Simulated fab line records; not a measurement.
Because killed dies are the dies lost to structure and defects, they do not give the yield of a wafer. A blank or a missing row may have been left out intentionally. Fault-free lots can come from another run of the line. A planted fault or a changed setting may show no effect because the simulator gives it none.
A lot that was struck, set against a sound lot | flow n5_finfet | 36 out of 1938 route steps
Sound: wafers L922.4, L922.5, L922.6. Wafers struck: L924.2, L924.4, L924.6. The cause is named last.
For every step that has rows: the tool of each side, followed by ch and its chambers, followed by its first start. Under that, the readings that differ: sound wafers | struck wafers | difference of the means | sigmas: that difference in standard deviations of wafers without a fault.
alike: readings with means less than 2 such deviations apart, plus words and numbers identical on both sides. not compared: withheld readings, readings lacking a value on some wafer, bounds such as >300 that could conceal the same value, and numbers that have no deviation in the record and whose values overlap.
A row with sigmas, a row that says differs or no value, or rows on one side alone: a step with any of these is where the two part. Numbers that don't overlap but have no deviation are shown without sigmas and don't part them. A reading that every wafer of one side lacks parts them only if that side has two wafers or more.

first, 9 steps without rows for these wafers: N5_BEOL_M5_ANNEAL_89 (time 1800 s); N5_BEOL_M5_SPUTTER_90 (material Cu, target thk 4.5 nm, time 8.29 s); N5_BEOL_M5_ECD_50 (material Cu, target thk 300 nm); N5_BEOL_M5_ANNEAL_51 (time 90 s); N5_BEOL_M5_CMP_52 (polishes, stops on SiCOH lowk, t overpolish 6.9 s, target thk 62 nm); N5_BEOL_M5_PRE_CLEAN_77 (time 15 s); N5_BEOL_M5_CO_CAP_78 (material Co, precursor CCTBA/H2, target thk 2 nm, time 102.1 s); N5_BEOL_M5_PRE_CLEAN_55 (time 15 s); N5_BEOL_M5_DEP_56 (deposits SiCN from 3MS/NH3, target thk 8 nm, time 14 s).
N5_BEOL_M6_ILD_DEP_00: deposits SiCOH lowk from DEMS/porogen, target thk 179.75 nm, time 33.4 s.
  sound on pecvd-03 ch 0,1,2, day 11 16:37; struck on pecvd-03 ch 0,1, day 11 21:56
  reading                                            | sound                | struck               | difference | sigmas
  susceptor_temp_C (C)                               | 299.86 299.75 300.03 | 295.86 295.79 295.56 | -4.14      | -22
  model.SiCOH_lowk_of_BEOL_M6_ILD_DEP_00.thk_nm (nm) | 182.6 183.2 184.4    | 187.6 188.6 190.8    | +5.6       |
  alike: heater_power_w, showerhead_plenum_p_Torr, throttle_valve_pct
then, 24 steps without rows for these wafers: N5_BEOL_M6_CURE_74 (cures SiCOH lowk, time 240 s); N5_BEOL_M6_PECVD_70 (deposits SiO2 from TEOS/O2, target thk 20 nm, time 22.7 s); N5_BEOL_M6_HM_DEP_02 (deposits TiN, target thk 20 nm); N5_BEOL_M6_COAT_59 (time 60 s, resist thk 100 nm); N5_BEOL_M6_COAT_60 (time 60 s, resist thk 35 nm); N5_BEOL_M6_COAT_05 (resist thk 90 nm); N5_BEOL_M6_EBR_07; N5_BEOL_M6_SOFTBAKE_06 (time 60 s); N5_BEOL_M6_EXPOSE_08 (exposes mask M6); N5_BEOL_M6_PEB_09 (peb time 60 s); N5_BEOL_M6_DEVELOP_10 (develop time 30 s); N5_BEOL_M6_DESCUM_16 (chemistry O2, time 7.9 s); N5_BEOL_M6_ETCH_61 (etches SiARC in CF4, target depth 45.5 nm, time 75.8 s); N5_BEOL_M6_ETCH_62 (etches SOC in N2/H2, target depth 110 nm, overetch 22 nm, time 165 s); N5_BEOL_M6_STRIP_68 (strips in N2/H2); N5_BEOL_M6_STRIP_67 (strips in CF4); N5_BEOL_M6_HM_OPEN_17 (chemistry Cl2/BCl3, target TiN, target depth 20 nm, overetch 6 nm); N5_BEOL_M6_STRIP_19 (strips in O2); N5_BEOL_M6_COAT_63 (time 60 s, resist thk 60 nm); N5_BEOL_M6_COAT_64 (time 60 s, resist thk 12 nm); N5_BEOL_M6_COAT_71 (time 60 s, resist thk 5 nm); N5_BEOL_M6_COAT_22 (resist thk 30 nm); N5_BEOL_M6_EBR_24; N5_BEOL_M6_SOFTBAKE_23 (time 60 s).
N5_BEOL_M6_CMP_52: polishes, stops on SiCOH lowk, t overpolish 6.9 s, target thk 80 nm.
  sound on cmp-01 ch 0,1,3, day 12 01:35; struck on cmp-02 ch 0,1,2, day 12 06:29
  reading                                            | sound         | struck            | difference | sigmas
  model.SiCOH_lowk_of_BEOL_M6_ILD_DEP_00.thk_nm (nm) | 154.6 155 156 | 158.8 159.8 161.6 | +4.9       |
  alike: barrier_field_endpoint_s, motor_current_A, overpolish_run_s, time_to_endpoint_s
following that, these wafers have no rows for 1 step: N5_PASSIVATION_PROBE_49.

## WHERE THEY PART
Only at N5_BEOL_M6_ILD_DEP_00, as far as this record shows. Later steps at which nothing parts them and some readings are alike: N5_BEOL_M6_CMP_52.

WHY: whatever the simulator had introduced
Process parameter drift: pecvd-03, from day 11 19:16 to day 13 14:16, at N5_BEOL_M6_ILD_DEP_00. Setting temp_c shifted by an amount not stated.
